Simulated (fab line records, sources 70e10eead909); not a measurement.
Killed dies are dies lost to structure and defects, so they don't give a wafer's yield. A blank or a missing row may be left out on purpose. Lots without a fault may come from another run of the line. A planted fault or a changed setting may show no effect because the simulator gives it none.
Which tool did it? | flow nand_harc | 13 lots, 39 wafers sampled, at 2 steps of a route of 1302

WHAT THE GAUGES READ, wafer by wafer
NHARC_A_SGD_CUT_CD_MEAS_09: target cd 100 nm.
lot  | measured     | on        | cd_nm (nm)
L235 | day 19 13:36 | cd_sem-02 | 99.5 99.6 100.1
L234 | day 19 14:02 | cd_sem-03 | 99.9 99.7 100.0
L233 | day 19 15:01 | cd_sem-01 | 100.3 100.6 100.4
L238 | day 20 19:19 | cd_sem-01 | 99.1 99.1 99.5
L239 | day 21 09:07 | cd_sem-01 | 100.6 100.4 100.6
L240 | day 22 03:49 | cd_sem-01 | 99.9 100.5 100.3
L241 | day 22 05:04 | cd_sem-02 | 100.5 99.9 101.6
L246 | day 24 13:14 | cd_sem-01 | 99.2 100.6 99.8
L250 | day 26 07:57 | cd_sem-03 | 100.2 101.4 100.4
L251 | day 27 05:13 | cd_sem-03 | 99.4 100.4 99.9
L252 | day 27 09:15 | cd_sem-03 | 100.2 100.3 100.7
L255 | day 27 14:59 | cd_sem-01 | 100.0 99.7 100.4
L256 | day 28 23:29 | cd_sem-03 | 100.4 100.5 100.5

WHICH TOOL RAN EACH LOT (tool, then ch and the chambers of the sampled wafers, then the start)
lot  | NHARC_A_STAIRCASE_STRIP_475
L235 | rie_diel-08 ch 0,1,2, day 19 13:36 or earlier
L234 | rie_diel-02 ch 0,2,3, day 19 14:02 or earlier
L233 | rie_diel-05 ch 0,2,3, day 19 15:01 or earlier
L238 | rie_diel-02 ch 0,1,2, day 20 19:19 or earlier
L239 | rie_diel-05 ch 0,3, day 21 09:07 or earlier
L240 | rie_diel-08 ch 1,2,3, day 22 03:49 or earlier
L241 | rie_diel-08 ch 0,2,3, day 22 05:04 or earlier
L246 | rie_diel-05 ch 0,2,3, day 24 13:14 or earlier
L250 | rie_diel-05 ch 1,3, day 26 07:57 or earlier
L251 | rie_diel-05 ch 0,2,3, day 27 05:13 or earlier
L252 | rie_diel-02 ch 1,2,3, day 27 09:15 or earlier
L255 | rie_diel-08 ch 0,3, day 27 14:59 or earlier
L256 | rie_diel-05 ch 0,1,2, day 28 23:29 or earlier
- NHARC_A_STAIRCASE_STRIP_475: strips in O2, time 20 s.

WHAT THE TOOLS THEMSELVES READ (means of the sampled wafers that have a number; where no wafer has one, the mark that the record gives instead)
NHARC_A_STAIRCASE_STRIP_475.
lot  | tool        | drypump_motor_current_A (A) | oes_product_au (a.u.) | rf_vpp_V (V) | showerhead_plenum_p_Torr (Torr) | throttle_valve_pct (%)
L235 | rie_diel-08 | 5.3                         | 1.005                 | 57.6         | 3.62                            | 17.036
L234 | rie_diel-02 | 5.2                         | 0.994                 | 58.5         | 3.54                            | 17.035
L233 | rie_diel-05 | 5.5                         | 0.995                 | 58.0         | 3.62                            | 17.034
L238 | rie_diel-02 | 5.6                         | 0.996                 | 58.6         | 3.64                            | 17.028
L239 | rie_diel-05 | 5.4                         | 0.997                 | 58.5         | 3.63                            | 17.040
L240 | rie_diel-08 | 5.6                         | 1.000                 | 58.7         | 3.62                            | 17.025
L241 | rie_diel-08 | 5.4                         | 1.003                 | 58.2         | 3.53                            | 17.028
L246 | rie_diel-05 | 5.5                         | 1.001                 | 58.3         | 3.61                            | 17.034
L250 | rie_diel-05 | 5.1                         | 0.996                 | 57.4         | 3.50                            | 17.024
L251 | rie_diel-05 | 5.5                         | 1.007                 | 57.8         | 3.60                            | 17.036
L252 | rie_diel-02 | 5.6                         | 0.998                 | 57.4         | 3.52                            | 17.040
L255 | rie_diel-08 | 5.5                         | 0.987                 | 57.4         | 3.48                            | 17.033
L256 | rie_diel-05 | 5.1                         | 0.994                 | 57.4         | 3.56                            | 17.039

THE ANSWER, worked out from the rows above alone
Rule: what is usual is taken from the lots themselves. Put in order of their means at a reading, lots are off if they are a third of the lots or fewer, leave a main group of 4 or more, and stand apart from it by a gap of 3 or more times the standard deviation of the main group's means; of several such gaps the widest counts. A main group whose means are all the same, to the digits that the tables above print for the reading, isn't used. A lot without any number at a reading at which 4 lots or more have one is off too. The other lots that the step has rows for count as sound. The gauges are gone through in route order, then the tools' own readings, and for those a lot's mean is taken as printed above. The first step at which some lot is off is used, and at that step the reading that is off furthest; a lot without a number counts as furthest.
No lot is off at any reading shown: from this, nothing can be told.

WHAT THE SIMULATOR HAD PUT IN
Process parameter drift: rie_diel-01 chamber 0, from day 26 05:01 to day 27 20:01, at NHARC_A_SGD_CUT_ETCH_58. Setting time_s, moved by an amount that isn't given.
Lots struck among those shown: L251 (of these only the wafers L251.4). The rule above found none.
